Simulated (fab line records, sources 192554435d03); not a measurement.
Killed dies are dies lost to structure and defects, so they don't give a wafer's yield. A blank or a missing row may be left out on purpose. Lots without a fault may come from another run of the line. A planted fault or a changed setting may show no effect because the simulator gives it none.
Which tool did it? | flow n5_finfet | 10 lots, 30 wafers sampled, at 1 step of a route of 1938

WHAT THE GAUGES READ, wafer by wafer
N5_BEOL_M4_RC_MEAS_101. Usual: DIBL_N 35.9 mV/V, standard deviation 1.6; DIBL_P 35.6 mV/V, standard deviation 2.1; IOFF_N 0.149 nA/um, standard deviation 0.029; IOFF_P 0.20 nA/um, standard deviation 0.033; ION_N 671 uA/um, standard deviation 11; ION_P 460 uA/um, standard deviation 7.3; SS_N 71.4 mV/dec, standard deviation 0.62; SS_P 73.2 mV/dec, standard deviation 0.65; VT_N 251 mV, standard deviation 3.1; VT_P -251 mV, standard deviation 3.4.
lot  | measured     | on        | DIBL_N (mV/V)  | DIBL_P (mV/V)  | IOFF_N (nA/um)    | IOFF_P (nA/um) | ION_N (uA/um) | ION_P (uA/um) | SS_N (mV/dec)  | SS_P (mV/dec)  | VT_N (mV)   | VT_P (mV)      | flag
L112 | day 8 12:00  | prober-01 | 34.8 35.9 33.8 | 36.8 38.6 35.6 | 0.153 0.169 0.124 | 0.19 0.20 0.17 | 687 676 654   | 462 455 454   | 71.7 72.1 71.4 | 73.5 73.4 72.9 | 252 252 260 | -255 -253 -256 |
L116 | day 9 04:26  | prober-02 | 36.4 35.6 36.7 | 36.1 37.0 38.0 | 0.144 0.144 0.158 | 0.17 0.18 0.20 | 659 665 668   | 444 452 459   | 72.3 71.3 71.3 | 72.7 72.4 73.1 | 252 250 251 | -258 -254 -252 |
L115 | day 9 07:43  | prober-02 | 35.4 34.4 36.6 | 33.4 31.4 34.7 | 0.133 0.114 0.152 | 0.18 0.15 0.19 | 668 664 677   | 459 456 459   | 70.8 71.0 71.3 | 72.8 72.5 73.8 | 251 254 250 | -251 -254 -251 |
L122 | day 10 17:42 | prober-02 | 37.6 37.4 33.8 | 37.5 37.5 32.5 | 0.173 0.169 0.115 | 0.20 0.19 0.14 | 676 675 655   | 456 458 450   | 71.4 71.1 70.4 | 73.9 73.7 72.9 | 248 248 251 | -255 -254 -256 |
L125 | day 11 17:20 | prober-01 | 37.1 37.1 37.4 | 35.7 36.3 37.6 | 0.152 0.158 0.155 | 0.18 0.19 0.20 | 673 670 677   | 462 464 460   | 71.7 72.0 72.0 | 73.0 73.3 73.9 | 252 250 251 | -253 -253 -250 |
L126 | day 11 17:46 | prober-02 | 36.0 37.8 35.8 | 33.6 36.3 34.2 | 0.126 0.148 0.125 | 0.16 0.20 0.17 | 662 673 663   | 457 454 459   | 71.7 71.1 71.1 | 72.8 73.7 73.1 | 252 251 254 | -255 -251 -252 |
L127 | day 12 09:48 | prober-02 | 37.3 36.2 36.7 | 38.0 35.3 35.5 | 0.163 0.141 0.150 | 0.23 0.18 0.19 | 665 656 661   | 458 450 458   | 72.7 71.8 72.4 | 73.9 73.1 73.3 | 250 253 253 | -251 -257 -254 |
L128 | day 12 13:02 | prober-02 | 35.2 36.1 35.1 | 34.7 35.8 34.6 | 0.118 0.131 0.127 | 0.16 0.18 0.16 | 661 667 680   | 454 457 464   | 71.2 71.2 70.7 | 73.4 73.6 73.3 | 254 255 251 | -257 -252 -255 |
L130 | day 12 19:22 | prober-01 | 35.7 33.7 36.3 | 34.9 32.6 35.9 | 0.132 0.110 0.150 | 0.20 0.17 0.21 | 672 651 664   | 465 454 453   | 72.0 70.9 71.7 | 73.4 72.2 73.2 | 254 254 252 | -250 -249 -248 |
L131 | day 13 00:59 | prober-02 | 36.6 35.3 35.5 | 35.6 35.2 34.1 | 0.183 0.175 0.161 | 0.23 0.23 0.20 | 677 686 670   | 466 469 457   | 72.1 71.3 72.1 | 73.3 73.8 73.5 | 245 245 248 | -249 -248 -251 |

WHICH TOOL RAN EACH LOT (tool, then ch and the chambers of the sampled wafers, then the start)
The record holds no process step before these readings.

WHAT THE TOOLS THEMSELVES READ (means of the sampled wafers that have a number; where no wafer has one, the mark that the record gives instead)
The record holds no such reading with a usual standard deviation.

THE ANSWER, worked out from the rows above alone
Rule: a lot is off if the mean of its wafers that have a number lies more than 3 standard deviations from the usual mean. A lot without any number at a reading at which 4 lots or more have one is off too. The other lots that the step has rows for count as sound. The gauges are gone through in route order, then the tools' own readings, and for those a lot's mean is taken as printed above. The first step at which some lot is off is used, and at that step the reading that is off furthest; a lot without a number counts as furthest.
No lot is off at any reading shown: from this, nothing can be told.

WHAT THE SIMULATOR HAD PUT IN
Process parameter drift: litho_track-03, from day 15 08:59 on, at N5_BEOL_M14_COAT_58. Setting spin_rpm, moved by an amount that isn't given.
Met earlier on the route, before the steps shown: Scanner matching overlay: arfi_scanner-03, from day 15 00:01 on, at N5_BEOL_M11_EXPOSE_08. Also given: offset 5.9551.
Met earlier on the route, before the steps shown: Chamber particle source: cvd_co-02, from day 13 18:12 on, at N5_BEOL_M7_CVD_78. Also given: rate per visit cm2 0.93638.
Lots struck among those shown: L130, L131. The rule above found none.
